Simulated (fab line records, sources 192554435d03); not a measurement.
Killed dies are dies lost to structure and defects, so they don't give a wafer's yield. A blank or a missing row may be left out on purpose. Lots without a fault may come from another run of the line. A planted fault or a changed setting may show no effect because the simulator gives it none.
A struck lot beside a sound one | flow n5_finfet | 14 steps out of a route of 1938
Sound: wafers L373.1, L373.4, L373.6. Struck: wafer L385.4. (L385.3, L385.5 of the same lot were not struck and are left out.) The cause comes at the end.
At each step with rows: each side's tool, then ch and its chambers, then its first start. Under that, the readings that differ: sound wafers | struck wafers | difference of the means | sigmas: that difference in standard deviations of wafers without a fault.
alike: readings whose means differ by less than 2 such deviations, and words and numbers that are the same on both sides. not compared: withheld readings, readings that some wafer has no value for, bounds like >300 that may hide the same value, and numbers for which the record gives no deviation and whose values overlap.
The two part at a step that has a row with sigmas, a row that says differs or no value, or rows on one side only. Numbers that don't overlap but have no deviation are shown without sigmas and don't part them. A reading that every wafer of one side lacks parts them only if that side has two wafers or more.

N5_BEOL_M8_TRENCH_ETCH_37: etches SiCOH lowk in C4F6/O2, target depth 93.478 nm, time 31.2 s.
  sound on rie_diel-06 ch 0,1; struck on rie_diel-04 ch 3
  alike: drypump_motor_current_A, oes_product_au, rf_vpp_V, showerhead_plenum_p_Torr, throttle_valve_pct
  not compared: rf_hours_counter_h
then, 1 step without rows for these wafers: N5_BEOL_M8_ETCH_41 (etches SiCN in CH3F/O2, target depth 31.9 nm, time 57.8 s).
N5_BEOL_M8_STRIP_80: strips in N2/H2, time 10 s.
  sound on rie_diel-06 ch 0,1; struck on rie_diel-04 ch 3
  alike: bias_power_w, drypump_motor_current_A, h2_flow_sccm, oes_product_au, rf_vpp_V, showerhead_plenum_p_Torr, temp_c, throttle_valve_pct
  not compared: rf_hours_counter_h
N5_BEOL_M8_OCD_MEAS_38:
  sound on ocd-02, day 9 20:57; struck on ocd-01, day 14 08:47
  alike: trench_depth_nm
then, 4 steps without rows for these wafers: N5_BEOL_M8_HM_STRIP_39 (strips TiN in peroxide tin strip, target depth 25 nm, time 158 s); N5_BEOL_M8_SRD_40 (time 30 s); N5_BEOL_M8_PRECLEAN_42 (cleans in residue remover, time 60 s); N5_BEOL_M8_SRD_43 (time 30 s).
N5_BEOL_M8_CD_MEAS_35: target cd 40 nm.
  sound on cd_sem-02, day 9 21:07; struck on cd_sem-01, day 14 08:56
  alike: cd_nm
N5_BEOL_M8_CURE_75: cures SiCOH lowk, time 120 s.
  sound on uv_cure-01 ch 2, day 9 21:09; struck on uv_cure-02 ch 0, day 14 09:04
  reading            | sound             | struck | difference | sigmas
  lamp_power_pct (%) | 52.30 52.28 52.24 | 52.39  | +0.12      | +2
  wafer_temp_C_max   | 373.4 372.7 372.6 | 371.5  | -1.4       | -3
N5_BEOL_M8_DEGAS_44: time 60 s.
  sound on pvd_sputter-03, day 9 21:53; struck on pvd_sputter-02, day 14 10:43
  alike: heater_power_w
N5_BEOL_M8_PRE_CLEAN_45: time 30 s.
  sound on pvd_sputter-03, day 9 21:56; struck on pvd_sputter-02, day 14 10:46
  alike: heater_power_w
N5_BEOL_M8_ALD_77: deposits TaN, target thk 2 nm, pulse time 2 s, purge time 3 s.
  sound on ald_metal-03 ch 0,1,2, day 9 22:01; struck on ald_metal-03 ch 3, day 14 10:49
  reading          | sound | struck | difference | sigmas
  purge_time_s (s) | 3 3 3 | 3.762  | +0.762     |
  alike: chamber_pressure_Torr, heater_power_w, precursor_vessel_pressure_torr
then, 1 step without rows for these wafers: N5_BEOL_M8_SURFACE_TREAT_79.

WHERE THEY PART
Only at N5_BEOL_M8_CURE_75, within this record. Later steps at which nothing parts them and some readings are alike: N5_BEOL_M8_DEGAS_44, N5_BEOL_M8_PRE_CLEAN_45, N5_BEOL_M8_ALD_77.

WHY: what the simulator had put in
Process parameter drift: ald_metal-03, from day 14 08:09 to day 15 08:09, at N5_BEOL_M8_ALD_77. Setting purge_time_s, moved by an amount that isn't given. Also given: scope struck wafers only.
